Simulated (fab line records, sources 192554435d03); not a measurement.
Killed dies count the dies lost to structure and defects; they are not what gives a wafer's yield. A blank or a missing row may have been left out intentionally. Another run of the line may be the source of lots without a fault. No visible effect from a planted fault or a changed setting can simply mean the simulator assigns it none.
8D (eight disciplines) problem report, filled in by code / flow n5Finfet / the parts of the form that need people (team, actions taken, sign-off) are left out

== 1. WHAT WENT WRONG ==
At N5_FIN_SAQP_COAT_49, runLengthS averages 61.51 s over 4 wafers from 3 lots, while fault-free wafers read 66.26 s, standard deviation 0.2. That puts it -24 standard deviations away from the usual mean.
The step: time 60 s, resist thk 100 nm.
First observed at day 5 15:17: wafer L219.5, on lithoTrack-02. At this step, 29 wafers from 11 lots have a number in the record. Rule for "out" (also "out of limits"): further than 4 standard deviations from the usual mean. The rest of the wafers with a number are treated as sound.

== 2. WHAT IT IS; WHAT IT IS NOT ==
question=which readings at this step | is=runLengthS, heaterPowerTotalW | is not=-
question=which lots | is=L219, L220, L223 | is not=L204, L205, L207, L208, L209, L212, L213, L216
question=which wafers of those lots | is=L219.5, L220.5, L223.4, L223.5 | is not=L219.1, L219.6, L220.6
question=read on which tools | is=lithoTrack-02 | is not=lithoTrack-01, lithoTrack-05
question=when | is=from day 5 15:17 | is not=up to then (24 sound wafers); but 1 sound wafer of L220 came after

== 3. WHAT RULES OUT EACH SUSPECT ==
Counting: any tool at a process step up to the reading remains a suspect provided it ran every lot that is out. Sound lots after the first of them don't rule it out here, since some wafers of a struck lot are sound.
- lithoTrack-02 at N5_FIN_SAQP_COAT_49 (time 60 s, resist thk 100 nm): kept. Every lot that is out went through it, the first being L219 (day 5 15:17); the last sound lot it ran before that was L216 (day 4 21:49). Its own heaterPowerTotalW, runLengthS readings are out on those wafers.
After counting, what remains is lithoTrack-02 at N5_FIN_SAQP_COAT_49.

== 4. THE CAUSE (what the simulator had put in) ==
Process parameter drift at N5_FIN_SAQP_COAT_49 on lithoTrack-02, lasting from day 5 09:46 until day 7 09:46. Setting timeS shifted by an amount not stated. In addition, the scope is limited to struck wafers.
After counting, this tool was the only one left.

== 5. THE CHAIN OF EFFECTS, in route order ==
Rows list readings where the struck wafers' mean (over those with a number) sits beyond 3 standard deviations from the usual. Only readings for which the record gives a usual standard deviation are gone through. hours: the time from each lot's start at the first step in this table that gives one to its start at this step, as a median over the lots. sigmas: the change in usual standard deviations.
hours=0; step=N5_FIN_SAQP_COAT_49; reading=heaterPowerTotalW; usual=500.5 W; on struck wafers=528.0; change=+27.5; sigmas=+15
hours=0; step=N5_FIN_SAQP_COAT_49; reading=runLengthS; usual=66.26 s; on struck wafers=61.51; change=-4.75; sigmas=-24
The process steps in it:
- N5_FIN_SAQP_COAT_49: time 60 s, resist thk 100 nm.
Later measuring or inspecting steps at which every struck wafer that the step has a row for has a number for every such reading, and none has moved that far: N5_BEOL_M4_RC_MEAS_101.

== 6. HOW IT WOULD HAVE BEEN CAUGHT EARLIER ==
The fault began at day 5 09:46; the first out-of-limits reading in this record came at day 5 15:17, 6 hours later.
